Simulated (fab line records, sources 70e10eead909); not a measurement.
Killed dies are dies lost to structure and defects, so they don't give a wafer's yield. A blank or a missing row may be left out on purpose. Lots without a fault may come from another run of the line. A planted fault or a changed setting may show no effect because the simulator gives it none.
Which tool did it? | flow nand_harc | 12 lots, 36 wafers sampled, at 3 steps of a route of 1302

WHAT THE GAUGES READ, wafer by wafer
NHARC_A_DECK1_JOINT_THK_MEAS_14: measures by ellipsometry.
lot  | measured     | on            | thk_nm (nm)
L075 | day 11 17:32 | film_metro-01 | 51.8 52.9 52.1
L077 | day 12 21:10 | film_metro-01 | 54.3 50.1 50.9
L079 | day 13 17:08 | film_metro-02 | 52.1 50.9 51.6
L081 | day 14 07:40 | film_metro-01 | 50.0 51.8 49.4
L082 | day 14 23:32 | film_metro-02 | 49.4 47.4 49.2
L085 | day 15 23:46 | film_metro-01 | 52.3 52.2 50.1
L086 | day 16 10:40 | film_metro-01 | 50.1 48.3 50.8
L088 | day 17 07:16 | film_metro-02 | 53.1 50.8 52.7
L091 | day 18 12:07 | film_metro-02 | 51.7 52.4 54.9
L093 | day 19 02:55 | film_metro-01 | 53.0 53.5 51.2
L094 | day 20 09:28 | film_metro-01 | 50.7 51.7 49.6
L097 | day 20 14:10 | film_metro-01 | 48.3 51.8 50.1

WHICH TOOL RAN EACH LOT (tool, then ch and the chambers of the sampled wafers, then the start)
lot  | NHARC_A_CHANNEL_HOLE_D1_ETCH_19  | NHARC_A_DECK1_JOINT_CMP_13
L075 | har_etch-02 ch 0,1, day 8 19:39  | cmp-04 ch 0,1,3, day 11 17:18
L077 | har_etch-02 ch 0,1, day 9 20:16  | cmp-01 ch 0,1,3, day 12 20:54
L079 | har_etch-01 ch 0,1, day 10 23:39 | cmp-01 ch 0,1,3, day 13 16:52
L081 | har_etch-02 ch 0,1, day 11 13:02 | cmp-03 ch 0,1,2, day 14 07:24
L082 | har_etch-01 ch 0, day 12 06:56   | cmp-03 ch 1,3, day 14 23:16
L085 | har_etch-01 ch 0,1, day 13 03:40 | cmp-01 ch 0,1, day 15 23:32
L086 | har_etch-01 ch 0,1, day 13 18:27 | cmp-03 ch 1,2, day 16 10:25
L088 | har_etch-01 ch 1, day 14 15:37   | cmp-04 ch 0,1,3, day 17 07:02
L091 | har_etch-02 ch 0,1, day 15 17:04 | cmp-01 ch 0,2,3, day 18 11:55
L093 | har_etch-01 ch 0,1, day 16 10:13 | cmp-03 ch 0,1,3, day 19 02:43
L094 | har_etch-01 ch 0,1, day 17 13:05 | cmp-03 ch 1,2, day 20 09:14
L097 | har_etch-01 ch 0,1, day 17 21:07 | cmp-03 ch 0,2, day 20 13:55
- NHARC_A_CHANNEL_HOLE_D1_ETCH_19: etches the open film in C4F8/O2/Ar, time 34.5 s.
- NHARC_A_DECK1_JOINT_CMP_13: polishes, target thk 51.023 nm.

THE ANSWER, worked out from the rows above alone
Rule: what is usual is taken from the lots themselves. Put in order of their means at a reading, lots are off if they are a third of the lots or fewer, leave a main group of 4 or more, and stand apart from it by a gap of 3 or more times the standard deviation of the main group's means; of several such gaps the widest counts. A main group whose means are all the same, to the digits that the tables above print for the reading, isn't used. A lot without any number at a reading at which 4 lots or more have one is off too. The other lots that the step has rows for count as sound.
No lot is off at any reading shown: from this, nothing can be told.

WHAT THE SIMULATOR HAD PUT IN
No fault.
